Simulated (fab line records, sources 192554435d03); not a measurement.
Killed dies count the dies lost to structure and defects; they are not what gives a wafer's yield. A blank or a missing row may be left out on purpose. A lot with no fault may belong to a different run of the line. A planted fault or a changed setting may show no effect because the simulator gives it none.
fab line records    flow n5_finfet
record: lots: 6  wafers: 18  last_day: 17
route steps=1938 shown FIN_SAQP@148 FIN_CUT@154 BEOL_M4@1111 PASSIVATION@1936
lots with no fault: from the same line, run without faults
start_h: hours from the record's opening day to when the first of the lot's shown wafers began    wait_h: time in hours since the lot's previous step    " the same as in the row above    L1.1+2: a row that stands for several wafers    - no value, or no start was given    * or withheld: withheld    < > ~ a bound
route shown NAME@n: a module of which the file shows steps, and the number in the route of the first    usual: average and standard deviation across the fault-free wafers    same: alike in all rows    chamber/n: place in a boat    sites: the reading at each site    _std_site: standard deviation across them    _edge_site: the outer-site mean with the inner-site mean subtracted    radius_mm: how far each site lies from the wafer's centre    mask NAME#n: copy n    behind: the tool/chamber that last shaped the wafer    hold: cause of the lot's hold/its duration in hours/its outcome    device: transistor that didn't switch, given as n, p or np    end of line: at the end of the route, the tests of the same wafers    where a step has no rows: the recipe by itself    killed: dies that structure and defects cost at the first sort, which is not the same as the wafer's yield    map: dies across one wafer; x = killed, . = not, _ = none there
set.NAME: the setting that was run; set.NAME@STEP: the one run at that earlier step    model.NAME: the simulator's own value behind a step, which no gauge read
lots at selected steps of the route; one table per step, one row per wafer
services: the hour from which a tool's chamber was out of use, counted from the record's first day as start_h (under 0 if before that day), plus the number of hours and why
== steps ==
step: N5_FIN_SAQP_CD_MEAS_37
recipe: target_cd_nm: 8  polarity: line
usual: cd_nm: 8.08/0.26
lot.wafer  tool       chamber  start_h  wait_h  cd_nm
L887.1     cd_sem-01  -        25.86    0.1     8.10
L887.2     "          -        "        "       7.70
L887.5     "          -        "        "       7.68
L893.1     cd_sem-02  -        61.90    0.1     8.22
L893.2     "          -        "        "       8.21
L893.3     "          -        "        "       7.95
L896.2     cd_sem-01  -        81.16    0.1     7.66
L896.3     "          -        "        "       8.41
L896.5     "          -        "        "       8.17
L900.2     cd_sem-02  -        106.22   0.1     7.87
L900.4     "          -        "        "       8.23
L900.6     "          -        "        "       8.10
L901.2     cd_sem-03  -        109.77   0.1     8.50
L901.3     "          -        "        "       8.26
L901.6     "          -        "        "       8.01
L904.3     cd_sem-03  -        129.23   0.1     8.37
L904.5     "          -        "        "       7.95
L904.6     "          -        "        "       8.24
step: N5_FIN_SAQP_PRECLEAN_38
recipe: chemistry: O3/DIW  time_s: 45  temp_c: 22  o3_ppm: 10
step: N5_FIN_SAQP_PRECLEAN_45
recipe: chemistry: dHF  time_s: 10  dilution: 500:1  temp_c: 25
step: N5_FIN_SAQP_SRD_39
recipe: dry: ipa_marangoni  time_s: 30  temp_c: 23  rinse_liquid: diw
step: N5_FIN_SAQP_OCD_MEAS_76
usual: trench_depth_nm: 119.0/1.5
lot.wafer  tool    chamber  start_h  wait_h  trench_depth_nm
L887.1     ocd-02  -        25.96    0.0     120.9
L887.2     "       -        "        "       119.1
L887.5     "       -        "        "       118.3
L893.1     ocd-02  -        62.00    0.0     120.5
L893.2     "       -        "        "       119.8
L893.3     "       -        "        "       119.5
L896.2     ocd-02  -        81.26    0.0     119.2
L896.3     "       -        "        "       119.4
L896.5     "       -        "        "       119.1
L900.2     ocd-02  -        106.32   0.0     120.3
L900.4     "       -        "        "       122.7
L900.6     "       -        "        "       122.1
L901.2     ocd-02  -        109.87   0.0     118.6
L901.3     "       -        "        "       119.1
L901.6     "       -        "        "       118.9
L904.3     ocd-01  -        129.33   0.0     118.3
L904.5     "       -        "        "       118.1
L904.6     "       -        "        "       118.4
step: N5_FIN_SAQP_INSPECT_40
recipe: inspect_instrument: brightfield  mode: aei
usual: raw_defect_count: 224/69
lot.wafer  tool               chamber  start_h  wait_h  raw_defect_count
L887.1     defect_inspect-02  -        25.99    0.0     168
L887.2     "                  -        "        "       228
L887.5     "                  -        "        "       117
L893.1     defect_inspect-02  -        62.03    0.0     143
L893.2     "                  -        "        "       193
L893.3     "                  -        "        "       255
L896.2     defect_inspect-01  -        81.29    0.0     485
L896.3     "                  -        "        "       364
L896.5     "                  -        "        "       354
L900.2     defect_inspect-01  -        106.35   0.0     199
L900.4     "                  -        "        "       214
L900.6     "                  -        "        "       214
L901.2     defect_inspect-01  -        109.89   0.0     365
L901.3     "                  -        "        "       266
L901.6     "                  -        "        "       318
L904.3     defect_inspect-02  -        129.36   0.0     297
L904.5     "                  -        "        "       206
L904.6     "                  -        "        "       208
step: N5_FIN_CUT_COAT_18
recipe: resist: SOC  temp_c: 250  time_s: 60  spin_rpm: 1500  resist_thk_nm: 230
step: N5_FIN_CUT_COAT_19
recipe: resist: SiARC  temp_c: 220  time_s: 60  spin_rpm: 1500  resist_thk_nm: 20
step: N5_FIN_CUT_COAT_29
recipe: resist: underlayer  temp_c: 205  time_s: 60  spin_rpm: 1500  resist_thk_nm: 10
step: N5_FIN_CUT_COAT_02
recipe: resist: CAR-EUV  spin_rpm: 1500  resist_thk_nm: 30
step: N5_FIN_CUT_EBR_04
recipe: solvent: PGMEA  ebr_width_mm: 1.5
step: N5_FIN_CUT_SOFTBAKE_03
recipe: temp_c: 110  time_s: 60  resist: CAR-EUV
step: N5_FIN_CUT_EXPOSE_05
recipe: mask_id: FIN_CUT  na: 0.33  source_shape: annular  sigma_inner: 0.35  sigma_outer: 0.8  polarization: unpolarized  dose_mj: 45.75
usual: exposure_dose_mJ_cm2: 45.69/0.047  reticle_temp_C: 23.00/0.11
same: sigma_inner: 0.35
lot.wafer  tool            chamber  start_h  wait_h  mask       exposure_dose_mJ_cm2  reticle_temp_C
L887.1     euv_scanner-01  0        26.16    -       FIN_CUT#0  45.66                 22.93
L887.2     "               0        "        "       FIN_CUT#0  45.65                 23.21
L887.5     "               0        "        "       FIN_CUT#0  45.66                 23.04
L893.1     euv_scanner-01  0        62.20    -       FIN_CUT#0  45.10                 22.96
L893.2     "               0        "        "       FIN_CUT#0  45.12                 23.08
L893.3     "               0        "        "       FIN_CUT#0  45.05                 22.95
L896.2     euv_scanner-01  0        81.59    -       FIN_CUT#0  45.17                 22.93
L896.3     "               0        "        "       FIN_CUT#0  45.15                 23.07
L896.5     "               0        "        "       FIN_CUT#0  45.12                 23.19
L900.2     euv_scanner-02  0        106.54   -       FIN_CUT#0  45.60                 23.07
L900.4     "               0        "        "       FIN_CUT#0  45.68                 22.86
L900.6     "               0        "        "       FIN_CUT#0  45.70                 23.07
L901.2     euv_scanner-02  0        114.62   -       FIN_CUT#0  45.69                 22.92
L901.3     "               0        "        "       FIN_CUT#0  45.65                 22.95
L901.6     "               0        "        "       FIN_CUT#0  45.64                 22.99
L904.3     euv_scanner-02  0        129.54   -       FIN_CUT#0  45.74                 22.97
L904.5     "               0        "        "       FIN_CUT#0  45.65                 23.21
L904.6     "               0        "        "       FIN_CUT#0  45.68                 22.99
step: N5_FIN_CUT_PEB_06
recipe: peb_temp_c: 100  peb_time_s: 60  resist: CAR-EUV
step: N5_BEOL_M4_RC_MEAS_101
usual: DIBL_N: 36.0/2.5  DIBL_P: 36.2/3  IOFF_N: 0.16/0.044  IOFF_P: 0.21/0.049  ION_N: 671/15  ION_P: 461/8.7  SS_N: 71.5/0.72  SS_P: 73.4/0.9  VT_N: 251/4.4  VT_P: -250/4
lot.wafer  tool       chamber  start_h  wait_h  DIBL_N[mV/V]  DIBL_P[mV/V]  IOFF_N[nA/um]  IOFF_P[nA/um]  ION_N[uA/um]  ION_P[uA/um]  SS_N[mV/dec]  SS_P[mV/dec]  VT_N[mV]  VT_P[mV]
L887.1     prober-01  0        180.05   0.0     36.4          36.1          0.16           0.24           668           463           71.9          73.5          251       -245
L887.2     "          0        "        "       34.6          33.4          0.13           0.19           667           458           71.3          72.1          254       -247
L887.5     "          0        "        "       36.0          35.2          0.15           0.22           665           460           71.6          72.7          250       -245
L893.1     prober-01  0        219.12   0.0     38.4          39.2          0.18           0.26           695           476           71.3          74.3          248       -250
L893.2     "          0        "        "       38.6          40.1          0.19           0.30           680           467           72.1          74.8          248       -245
L893.3     "          0        "        "       35.0          34.7          0.12           0.19           669           466           70.2          73.2          254       -252
L896.2     prober-01  0        233.52   0.2     31.5          31.0          0.10           0.14           656           452           70.4          72.0          257       -256
L896.3     "          0        "        "       36.9          38.6          0.18           0.27           674           467           71.1          73.7          246       -247
L896.5     "          0        "        "       35.3          36.5          0.15           0.22           671           458           71.7          73.0          248       -247
L900.2     prober-01  0        258.56   0.2     31.9          32.2          0.09           0.15           640           450           70.3          72.3          257       -252
L900.4     "          0        "        "       33.8          33.6          0.12           0.17           651           452           71.5          72.2          254       -249
L900.6     "          0        "        "       33.8          34.5          0.12           0.19           663           460           71.3          73.1          255       -251
L901.2     prober-01  0        276.84   0.2     37.9          39.9          0.19           0.25           694           472           71.8          74.0          245       -248
L901.3     "          0        "        "       37.0          38.0          0.18           0.21           679           460           71.5          74.1          246       -252
L901.6     "          0        "        "       34.7          34.5          0.12           0.16           667           456           71.2          72.4          253       -253
L904.3     prober-02  0        301.99   0.3     41.1          42.8          0.24           0.33           691           469           72.4          75.3          242       -244
L904.5     "          0        "        "       38.0          38.4          0.17           0.22           679           456           71.8          74.9          250       -254
L904.6     "          0        "        "       41.0          42.0          0.23           0.31           688           471           72.8          74.7          244       -246
step: N5_PASSIVATION_PROBE_49
usual: defect_limited_yield: 91.7/1.4  killed_at_M0_to_M3: 31/11  killed_at_M4_up: 13/4.6  killed_at_contacts: 13/6.7  killed_at_front_end: 39/9.6  killed_at_other: 3.5/2.8  killed_dies: 98/16  killed_open: 64/11  killed_short: 33/8.5  sort_bin_4_leakage: 0.00/0.032  sort_bin_5_function: 4.9/0.96  sort_bin_6_memory: 3.1/0.59  sort_n_pass: 1080/23  sort_yield_pct: 91.5/1.9
same: gross_dies: 1180  killed_at_back_side: 0  sort_bin_8_speed[%]: 0
lot.wafer  tool       chamber  start_h  wait_h  defect_limited_yield[%]  killed_at_M0_to_M3  killed_at_M4_up  killed_at_contacts  killed_at_front_end  killed_at_other  killed_dies  killed_open  killed_short  sort_bin_4_leakage[%]  sort_bin_5_function[%]  sort_bin_6_memory[%]  sort_n_pass  sort_yield_pct[%]
L893.1     prober-02  -        326.78   0.3     91.4                     30                  17               12                  43                   0                102          63           38            0                      5.2                     3.1                   1078         91.4
L893.2     prober-02  -        326.83   0.3     91.4                     28                  11               23                  39                   0                101          65           35            0                      5.3                     2.9                   1079         91.4
L893.3     prober-02  -        326.88   0.4     91.6                     27                  9                7                   53                   3                99           62           37            0                      4.7                     3.1                   1081         91.6
L896.2     prober-02  -        339.34   0.1     92.3                     37                  13               10                  30                   1                91           67           23            0                      4.2                     3.4                   1089         92.3
L896.3     prober-02  -        339.39   0.1     92.5                     34                  13               3                   33                   5                88           58           30            0                      4.8                     2.3                   1092         92.5
L896.5     prober-02  -        339.49   0.2     89.7                     44                  16               12                  45                   4                121          72           48            0                      6.6                     3.3                   1059         89.7
L900.2     prober-01  -        351.84   0.1     90.0                     39                  13               15                  48                   3                118          73           45            0                      6.0                     3.9                   1062         90.0
L900.4     prober-01  -        351.94   0.2     90.3                     40                  9                15                  46                   5                115          83           31            0                      6.6                     2.7                   1065         90.3
L900.6     prober-01  -        352.04   0.3     90.2                     35                  7                17                  52                   5                116          74           42            0                      6.1                     3.4                   1064         90.2
L901.2     prober-01  -        377.99   0.1     89.9                     49                  14               26                  27                   3                119          79           40            0                      5.7                     3.8                   1061         89.9
L901.3     prober-01  -        378.04   0.1     92.5                     33                  13               12                  26                   5                89           60           29            0                      5.2                     2.2                   1091         92.5
L901.6     prober-01  -        378.19   0.3     93.1                     19                  10               16                  31                   5                81           47           34            0                      3.7                     2.8                   1099         93.1
L904.3     prober-01  -        409.37   0.1     89.6                     43                  14               12                  52                   2                123          79           43            0                      5.9                     4.2                   1057         89.6
L904.5     prober-01  -        409.47   0.2     87.7                     60                  13               13                  56                   3                145          83           60            0                      7.0                     4.6                   1035         87.7
L904.6     prober-01  -        409.52   0.3     87.6                     76                  9                9                   46                   6                146          85           61            0.08                   8.0                     3.8                   1033         87.5
killed by level:class
L893.1 FIN_SAQP:geometric_particle:open=9 FIN_SAQP:geometric_particle:short=9 MOL_CONTACT_COAG:geometric_particle:open=9 BEOL_M3:geometric_particle:open=9 BEOL_M4:geometric_particle:open=6 BEOL_M1:geometric_particle:open=5 DUMMY_GATE:geometric_particle:open=4 BEOL_M3:geometric_particle:short=4
L893.2 MOL_CONTACT_COAG:geometric_particle:open=19 FIN_SAQP:geometric_particle:short=15 BEOL_M3:geometric_particle:open=11 BEOL_M2:geometric_particle:open=7 ILD0:geometric_particle:open=5 BEOL_M5:geometric_particle:open=5 FIN_SAQP:geometric_particle:open=4 BEOL_M0_SAQP:geometric_particle:short=4
L893.3 FIN_SAQP:geometric_particle:short=13 STI_FIN_REVEAL:geometric_particle:open=11 BEOL_M2:geometric_particle:open=7 BEOL_M3:geometric_particle:open=7 FIN_SAQP:geometric_particle:open=6 MOL_CONTACT_COAG:geometric_particle:open=6 STARTING-WAFER:geometric_particle:open=4 STI_FIN_REVEAL:geometric_particle:short=3
L896.2 BEOL_M0_SAQP:geometric_particle:open=12 FIN_SAQP:geometric_particle:short=9 FIN_SAQP:geometric_particle:open=8 MOL_CONTACT_COAG:geometric_particle:open=8 BEOL_M4:geometric_particle:open=8 BEOL_M1:geometric_particle:open=6 BEOL_M2:geometric_particle:open=6 BEOL_M3:geometric_particle:open=6
L896.3 FIN_SAQP:geometric_particle:short=11 BEOL_M3:geometric_particle:open=11 BEOL_M0_SAQP:geometric_particle:open=10 FIN_SAQP:geometric_particle:open=6 STI_FIN_REVEAL:geometric_particle:open=5 BEOL_M4:geometric_particle:short=4 BEOL_M2:geometric_particle:open=4 BEOL_M1:geometric_particle:open=4
L896.5 FIN_SAQP:geometric_particle:short=17 BEOL_M0_SAQP:geometric_particle:short=12 FIN_SAQP:geometric_particle:open=11 BEOL_M2:geometric_particle:open=11 MOL_CONTACT_COAG:geometric_particle:open=10 BEOL_M0_SAQP:geometric_particle:open=9 BEOL_M4:geometric_particle:open=7 STI_FIN_REVEAL:geometric_particle:open=3
L900.2 BEOL_M0_SAQP:geometric_particle:short=11 MOL_CONTACT_COAG:geometric_particle:open=11 BEOL_M3:geometric_particle:open=8 DUMMY_GATE:geometric_particle:open=7 BEOL_M1:geometric_particle:open=7 FIN_SAQP:geometric_particle:open=6 BEOL_M0_SAQP:geometric_particle:open=6 FIN_SAQP:geometric_particle:short=5
L900.4 BEOL_M3:geometric_particle:open=13 MOL_CONTACT_COAG:geometric_particle:open=12 STI_FIN_REVEAL:geometric_particle:open=10 BEOL_M0_SAQP:geometric_particle:open=9 BEOL_M2:geometric_particle:open=9 FIN_SAQP:geometric_particle:short=6 BEOL_M0_SAQP:geometric_particle:short=6 FIN_SAQP:geometric_particle:open=5
L900.6 BEOL_M3:geometric_particle:open=13 STI_FIN_REVEAL:geometric_particle:open=12 MOL_CONTACT_COAG:geometric_particle:open=12 DUMMY_GATE:geometric_particle:open=9 BEOL_M0_SAQP:geometric_particle:short=8 GATE_CUT:geometric_particle:short=8 BEOL_M0_SAQP:geometric_particle:open=6 MOL_CONTACT_COAG:geometric_particle:short=5
L901.2 MOL_CONTACT_COAG:geometric_particle:open=23 BEOL_M2:geometric_particle:open=16 BEOL_M0_SAQP:geometric_particle:short=13 BEOL_M0_SAQP:geometric_particle:open=10 FIN_SAQP:geometric_particle:short=7 FIN_SAQP:geometric_particle:open=6 DUMMY_GATE:geometric_particle:open=6 BEOL_M2:geometric_particle:short=5
L901.3 BEOL_M2:geometric_particle:open=12 MOL_CONTACT_COAG:geometric_particle:open=10 BEOL_M4:geometric_particle:open=8 FIN_SAQP:geometric_particle:short=5 BEOL_M0_SAQP:geometric_particle:open=5 BEOL_M1:geometric_particle:open=5 STI_FIN_REVEAL:geometric_particle:open=4 FIN_SAQP:geometric_particle:open=3
L901.6 MOL_CONTACT_COAG:geometric_particle:open=11 DUMMY_GATE:geometric_particle:open=6 MOL_CONTACT_COAG:geometric_particle:short=5 BEOL_M3:geometric_particle:short=5 FIN_SAQP:geometric_particle:open=4 FIN_SAQP:geometric_particle:short=4 GATE_CUT:geometric_particle:short=4 STI_FIN_REVEAL:geometric_particle:open=3
L904.3 FIN_SAQP:geometric_particle:short=16 FIN_SAQP:geometric_particle:open=12 STI_FIN_REVEAL:geometric_particle:open=10 MOL_CONTACT_COAG:geometric_particle:open=10 BEOL_M0_SAQP:geometric_particle:open=9 BEOL_M3:geometric_particle:open=9 BEOL_M1:geometric_particle:open=8 BEOL_M2:geometric_particle:open=6
L904.5 BEOL_M0_SAQP:geometric_particle:open=19 BEOL_M0_SAQP:geometric_particle:short=16 STI_FIN_REVEAL:geometric_particle:open=11 GATE_CUT:geometric_particle:short=11 FIN_SAQP:geometric_particle:short=9 FIN_SAQP:geometric_particle:open=8 MOL_CONTACT_COAG:geometric_particle:open=7 MOL_CONTACT_COAG:geometric_particle:short=6
L904.6 BEOL_M0_SAQP:geometric_particle:open=22 BEOL_M0_SAQP:geometric_particle:short=17 FIN_SAQP:geometric_particle:open=12 FIN_SAQP:geometric_particle:short=11 BEOL_M2:geometric_particle:short=10 BEOL_M3:geometric_particle:open=9 MOL_CONTACT_COAG:geometric_particle:open=7 STI_FIN_REVEAL:geometric_particle:open=6
== services ==
tool            chamber  start_h  hours  kind
euv_scanner-01  0        15.71    -      calibration
euv_scanner-02  -        25.38    0.4    repair
euv_scanner-01  -        28.30    6.2    pm
euv_scanner-02  -        34.55    1.0    pm
euv_scanner-01  -        36.18    1.0    pm
euv_scanner-01  -        37.92    0.2    repair
euv_scanner-01  -        73.45    0.8    repair
euv_scanner-02  -        89.73    1.0    pm
euv_scanner-01  -        92.33    1.0    pm
euv_scanner-01  -        105.42   4.6    pm
== key ==
first_sign: step: N5_FIN_CUT_EXPOSE_05  reading: exposure_dose_mJ_cm2  direction: down  sigmas: 12  usual: 45.69  struck: 45.12
effect none on later readings
met_at N5_FIN_CUT_EXPOSE_05
struck_wafers L893.1,L893.2,L893.3,L896.2,L896.3,L896.5
loop_trim: step: N5_FIN_CUT_EXPOSE_05  setting: dose  lots: L896
onset_between 26.16 62.20
fault: kind: process_parameter_drift  tool: euv_scanner-01  chamber: -  onset_h: 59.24  steps: N5_FIN_CUT_EXPOSE_05  channel: dose_mj  offset: -0.69537  shape: step  acts_in: these_recipes_only  stated: 45.75
loop_trim: a control loop set the setting to another value than it would have without faults
